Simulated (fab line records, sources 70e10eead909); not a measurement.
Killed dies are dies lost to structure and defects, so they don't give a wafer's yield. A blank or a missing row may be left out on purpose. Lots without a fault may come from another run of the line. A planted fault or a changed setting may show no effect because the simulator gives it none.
Which tool did it? | flow nand_harc | 11 lots, 33 wafers sampled, at 7 steps of a route of 1159

WHAT THE GAUGES READ, wafer by wafer
NHARC_P_STI_CD_MEAS_09: target cd 200 nm.
lot  | measured    | on        | cd_nm (nm)
L365 | day 2 21:12 | cd_sem-01 | 196.8 199.2 196.7
L366 | day 3 05:11 | cd_sem-03 | 240.3 242.4 240.2
L367 | day 3 12:31 | cd_sem-03 | 196.8 197.8 198.0
L375 | day 5 11:40 | cd_sem-03 | 202.8 203.3 203.8
L376 | day 5 17:10 | cd_sem-02 | 202.9 201.6 203.9
L377 | day 5 23:08 | cd_sem-01 | 200.0 197.8 198.9
L378 | day 6 08:32 | cd_sem-01 | 198.7 196.6 197.0
L380 | day 6 20:06 | cd_sem-03 | 199.1 197.8 198.7
L383 | day 7 14:13 | cd_sem-01 | 201.1 200.0 199.6
L385 | day 8 00:38 | cd_sem-02 | 198.3 198.1 197.0
L386 | day 8 04:59 | cd_sem-01 | 201.0 202.7 200.2

NHARC_P_STI_OCD_MEAS_17.
lot  | measured    | on     | trench_depth_nm (nm) | trench_foot_cd_nm (nm)
L365 | day 2 22:00 | ocd-01 | 301 298 301          | 154.4 157.6 154.6
L366 | day 3 05:58 | ocd-02 | 302 297 297          | 198.3 200.8 198.6
L367 | day 3 13:19 | ocd-02 | 292 296 294          | 155.7 157.0 157.6
L375 | day 5 12:28 | ocd-02 | 300 298 296          | 160.9 161.4 162.5
L376 | day 5 17:57 | ocd-02 | 298 296 294          | 160.8 160.2 162.6
L377 | day 5 23:56 | ocd-02 | 296 304 296          | 158.1 155.5 157.1
L378 | day 6 09:19 | ocd-01 | 297 301 303          | 157.5 154.8 154.4
L380 | day 6 20:53 | ocd-02 | 305 302 305          | 156.1 155.2 156.1
L383 | day 7 15:01 | ocd-01 | 302 300 300          | 160.2 157.8 157.6
L385 | day 8 01:26 | ocd-02 | 301 302 299          | 155.7 156.0 155.2
L386 | day 8 05:47 | ocd-02 | 302 305 304          | 158.9 160.0 157.6

NHARC_END_SORT_01.
lot  | measured     | on        | killed_at_array | killed_at_other | killed_at_periphery | killed_dies | killed_open | killed_short
L366 | day 19 23:47 | prober-01 | 13              | 0               | 3                   | 16          | 4           | 3
L377 | day 22 08:06 | prober-01 | 12 21 19        | 0 0 0           | 1 1 3               | 13 22 22    | 2 6 6       | 2 4 7

WHICH TOOL RAN EACH LOT (tool, then ch and the chambers of the sampled wafers, then the start)
lot  | NHARC_P_ZERO_WELL_DESCUM_13       | NHARC_P_ZERO_WELL_ETCH_62                    | NHARC_P_ZERO_WELL_RTA_42        | NHARC_P_STI_EXPOSE_06
L365 | rie_diel-05 ch 0,2,3, day 2 01:25 | rie_diel-05 ch 1,3, day 2 06:48 or earlier   | rtp_anneal-02 ch 0, day 2 06:48 | krf_scanner-04 ch 0, day 2 21:03
L366 | rie_diel-03 ch 0,2, day 2 07:17   | rie_diel-03 ch 2, day 2 12:50 or earlier     | rtp_anneal-01 ch 0, day 2 12:50 | krf_scanner-04 ch 0, day 3 05:02
L367 | rie_diel-01 ch 2,3, day 2 13:19   | rie_diel-01 ch 0,2,3, day 2 18:58 or earlier | rtp_anneal-01 ch 0, day 2 18:58 | krf_scanner-04 ch 0, day 3 12:23
L375 | rie_diel-03 ch 0,1,2, day 4 13:25 | rie_diel-03 ch 0,1,3, day 4 18:49 or earlier | rtp_anneal-01 ch 0, day 4 18:49 | krf_scanner-01 ch 0, day 5 11:31
L376 | rie_diel-05 ch 1,2,3, day 4 19:25 | rie_diel-05 ch 2,3, day 5 01:18 or earlier   | rtp_anneal-01 ch 0, day 5 01:18 | krf_scanner-01 ch 0, day 5 17:01
L377 | rie_diel-05 ch 2,3, day 5 01:26   | rie_diel-05 ch 2,3, day 5 06:58 or earlier   | rtp_anneal-01 ch 0, day 5 06:58 | krf_scanner-04 ch 0, day 5 22:59
L378 | rie_diel-03 ch 1,2,3, day 5 07:25 | rie_diel-03 ch 1,2, day 5 13:01 or earlier   | rtp_anneal-02 ch 0, day 5 13:01 | krf_scanner-01 ch 0, day 6 08:23
L380 | rie_diel-03 ch 1,3, day 5 19:24   | rie_diel-03 ch 0,2,3, day 6 01:10 or earlier | rtp_anneal-01 ch 0, day 6 01:10 | krf_scanner-01 ch 0, day 6 19:57
L383 | rie_diel-01 ch 1,2,3, day 6 13:26 | rie_diel-01 ch 2,3, day 6 19:10 or earlier   | rtp_anneal-01 ch 0, day 6 19:10 | krf_scanner-02 ch 0, day 7 14:04
L385 | rie_diel-03 ch 1,2,3, day 7 01:25 | rie_diel-03 ch 0,1,3, day 7 07:03 or earlier | rtp_anneal-01 ch 0, day 7 07:03 | krf_scanner-04 ch 0, day 8 00:28
L386 | rie_diel-01 ch 1,3, day 7 07:25   | rie_diel-01 ch 0,1,2, day 7 12:57 or earlier | rtp_anneal-01 ch 0, day 7 12:57 | krf_scanner-01 ch 0, day 8 04:50
- NHARC_P_ZERO_WELL_DESCUM_13: chemistry O2, time 3 s.
- NHARC_P_ZERO_WELL_ETCH_62: etches the open film in CHF3/Ar, target depth 13 nm, time 6.5 s.
- NHARC_P_ZERO_WELL_RTA_42: time 300 s.
- NHARC_P_STI_EXPOSE_06: exposes mask P STI, target cd 200 nm.

WHAT THE TOOLS THEMSELVES READ (means of the sampled wafers that have a number; where no wafer has one, the mark that the record gives instead)
NHARC_P_ZERO_WELL_DESCUM_13.
lot  | tool        | drypump_motor_current_A (A) | oes_product_au (a.u.) | rf_vpp_V (V) | showerhead_plenum_p_Torr (Torr) | throttle_valve_pct (%)
L365 | rie_diel-05 | 5.9                         | 0.996                 | 57.8         | 1.92                            | 11.303
L366 | rie_diel-03 | 5.9                         | 1.004                 | 57.3         | 1.83                            | 11.301
L367 | rie_diel-01 | 6.2                         | 1.005                 | 56.5         | 1.87                            | 11.315
L375 | rie_diel-03 | 5.7                         | 1.003                 | 57.2         | 1.81                            | 11.309
L376 | rie_diel-05 | 5.9                         | 1.004                 | 57.5         | 1.91                            | 11.313
L377 | rie_diel-05 | 6.3                         | 1.012                 | 58.1         | 1.96                            | 11.317
L378 | rie_diel-03 | 5.8                         | 1.002                 | 57.0         | 1.82                            | 11.309
L380 | rie_diel-03 | 5.7                         | 1.017                 | 57.7         | 1.85                            | 11.310
L383 | rie_diel-01 | 5.8                         | 0.996                 | 57.7         | 1.91                            | 11.320
L385 | rie_diel-03 | 5.8                         | 0.996                 | 56.8         | 1.82                            | 11.311
L386 | rie_diel-01 | 6.3                         | 1.001                 | 57.6         | 1.83                            | 11.314

NHARC_P_ZERO_WELL_ETCH_62.
lot  | tool        | drypump_motor_current_A (A) | oes_product_au (a.u.) | rf_vpp_V (V) | showerhead_plenum_p_Torr (Torr) | throttle_valve_pct (%)
L365 | rie_diel-05 | 5.4                         | 0.956                 | 368.5        | 2.27                            | 20.217
L366 | rie_diel-03 | 6.1                         | 0.944                 | 367.8        | 2.19                            | 20.214
L367 | rie_diel-01 | 6.1                         | 0.978                 | 370.6        | 2.38                            | 20.220
L375 | rie_diel-03 | 5.7                         | 0.973                 | 369.1        | 2.26                            | 20.219
L376 | rie_diel-05 | 6.4                         | 0.958                 | 372.3        | 2.42                            | 20.214
L377 | rie_diel-05 | 6.4                         | 0.949                 | 372.3        | 2.42                            | 20.214
L378 | rie_diel-03 | 5.8                         | 0.975                 | 367.5        | 2.20                            | 20.223
L380 | rie_diel-03 | 6.0                         | 0.975                 | 368.5        | 2.25                            | 20.221
L383 | rie_diel-01 | 6.2                         | 0.972                 | 369.7        | 2.30                            | 20.216
L385 | rie_diel-03 | 5.7                         | 0.928                 | 368.7        | 2.26                            | 20.209
L386 | rie_diel-01 | 5.7                         | 0.972                 | 371.4        | 2.42                            | 20.211

NHARC_P_ZERO_WELL_RTA_42.
lot  | tool          | lamp_power_pct (%) | lamp_zone_3_pct (%) | wafer_temp_C_max
L365 | rtp_anneal-02 | 34.82              | 34.83               | 1106.2
L366 | rtp_anneal-01 | 34.43              | 34.44               | 1103.8
L367 | rtp_anneal-01 | 34.38              | 34.43               | 1104.4
L375 | rtp_anneal-01 | 34.39              | 34.41               | 1103.3
L376 | rtp_anneal-01 | 34.43              | 34.45               | 1103.0
L377 | rtp_anneal-01 | 34.41              | 34.40               | 1104.1
L378 | rtp_anneal-02 | 34.78              | 34.80               | 1109.0
L380 | rtp_anneal-01 | 34.40              | 34.40               | 1103.0
L383 | rtp_anneal-01 | 34.33              | 34.39               | 1104.1
L385 | rtp_anneal-01 | 34.29              | 34.33               | 1104.1
L386 | rtp_anneal-01 | 34.43              | 34.42               | 1103.4

THE ANSWER, worked out from the rows above alone
Rule: what is usual is taken from the lots themselves. Put in order of their means at a reading, lots are off if they are a third of the lots or fewer, leave a main group of 4 or more, and stand apart from it by a gap of 3 or more times the standard deviation of the main group's means; of several such gaps the widest counts. A main group whose means are all the same, to the digits that the tables above print for the reading, isn't used. A lot without any number at a reading at which 4 lots or more have one is off too. The other lots that the step has rows for count as sound. The gauges are gone through in route order, then the tools' own readings, and for those a lot's mean is taken as printed above. The first step at which some lot is off is used, and at that step the reading that is off furthest; a lot without a number counts as furthest.
Off: L366, at NHARC_P_STI_CD_MEAS_09 (cd_nm). The main group: mean 199.5 nm, standard deviation 2.1.
A tool fits if, at a process step before that reading, it ran every lot that is off, and no sound lot after the first of them. The gauges at NHARC_P_STI_CD_MEAS_09 aren't tried: what is off there is off at NHARC_P_STI_OCD_MEAS_17 too, on other tools, and a gauge's error can't cause that. NHARC_P_ZERO_WELL_ETCH_62 gives no start for some lots, so the hours and the order of its lots are those of NHARC_P_ZERO_WELL_RTA_42. None of those tried fits.

WHAT THE SIMULATOR HAD PUT IN
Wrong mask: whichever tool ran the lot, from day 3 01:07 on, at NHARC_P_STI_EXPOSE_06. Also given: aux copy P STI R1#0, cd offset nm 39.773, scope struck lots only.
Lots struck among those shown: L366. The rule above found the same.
